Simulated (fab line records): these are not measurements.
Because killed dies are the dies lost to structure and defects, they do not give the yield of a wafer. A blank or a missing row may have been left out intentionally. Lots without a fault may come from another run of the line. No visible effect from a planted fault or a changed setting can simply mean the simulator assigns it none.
Chamber matching ; flow n5Finfet ; N5_GATE_CUT_CMP_02 on cmp-01 has 4 sister chambers
The step polishes, stops on SiO2, t overpolish 12.7 s, target thk 0 nm. 20 wafers are shown with their chamber, then 10 later ones without.

## WAFERS WITH THEIR CHAMBER
wafer;chamber;motorCurrentA (A);timeToEndpointS (s);overpolishRunS (s)
L074.1;0;7.9;31.7;12.709
L074.2;3;10.7;30.3;12.697
L074.3;1;7.4;24.8;12.713
L075.1;1;7.4;23.2;12.697
L075.4;0;8.3;29.7;12.698
L075.6;2;9.7;26.2;12.708
L077.4;3;10.1;29.5;12.710
L077.5;1;7.4;25.2;12.707
L077.6;2;9.6;25.8;12.693
L081.2;3;10.5;24.6;12.696
L081.3;1;7.5;22.8;12.704
L081.5;1;7.5;21.3;12.712
L082.1;3;10.5;26.2;12.699
L082.4;2;10.1;22.8;12.730
L082.6;2;9.8;21.8;12.696
L083.1;0;8.0;30.5;12.710
L083.3;2;9.7;24.8;12.684
L083.4;3;10.2;28.8;12.685
L089.2;0;7.8;24.5;12.697
L089.4;2;9.2;22.9;12.699

SIGNATURES (means of the wafers above)
reading;chamber 0;chamber 1;chamber 2;chamber 3;scatter within a chamber
motorCurrentA;8.000;7.440;9.683;10.400;0.226
timeToEndpointS;29.100;23.460;24.050;27.880;2.23
overpolishRunS;12.70350;12.70660;12.70167;12.69740;0.0109
Rule: a wafer lies at a distance from a chamber equal to the root of the sum of squares, over the readings, of (its reading less the chamber's mean, divided by the reading's scatter). The wafer belongs to the nearest chamber; if the next one is less than 2 further off, it can't be placed. How the scatter is found: for the shown wafers, subtract from each reading the mean of its chamber, square and add these, divide the total by (wafers less chambers), then take the root.

## WAFERS WITHOUT THEIR CHAMBER
wafer;motorCurrentA (A);timeToEndpointS (s);overpolishRunS (s)
L089.5;10.9;26.7;12.708
L090.1;9.9;22.5;12.694
L090.2;7.2;26.0;12.715
L090.3;9.9;27.6;12.695
L091.1;9.6;24.2;12.704
L091.5;9.4;25.3;12.707
L091.6;7.4;26.6;12.697
L093.2;7.3;26.3;12.706
L093.4;8.4;29.2;12.681
L093.6;7.6;25.1;12.705

## WHICH CHAMBER EACH WENT THROUGH
wafer;from the rows above;in truth
L089.5;3;3
L090.1;can't be placed: 2 or 3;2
L090.2;1;1
L090.3;can't be placed: 2 or 3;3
L091.1;2;2
L091.5;2;2
L091.6;can't be placed: 1 or 0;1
L093.2;can't be placed: 1 or 0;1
L093.4;0;0
L093.6;can't be placed: 1 or 0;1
Correctly placed: 5 of 10. Cannot be placed on the basis of these rows: 5; the candidates contain the true chamber in 5. Placed wrongly: 0.
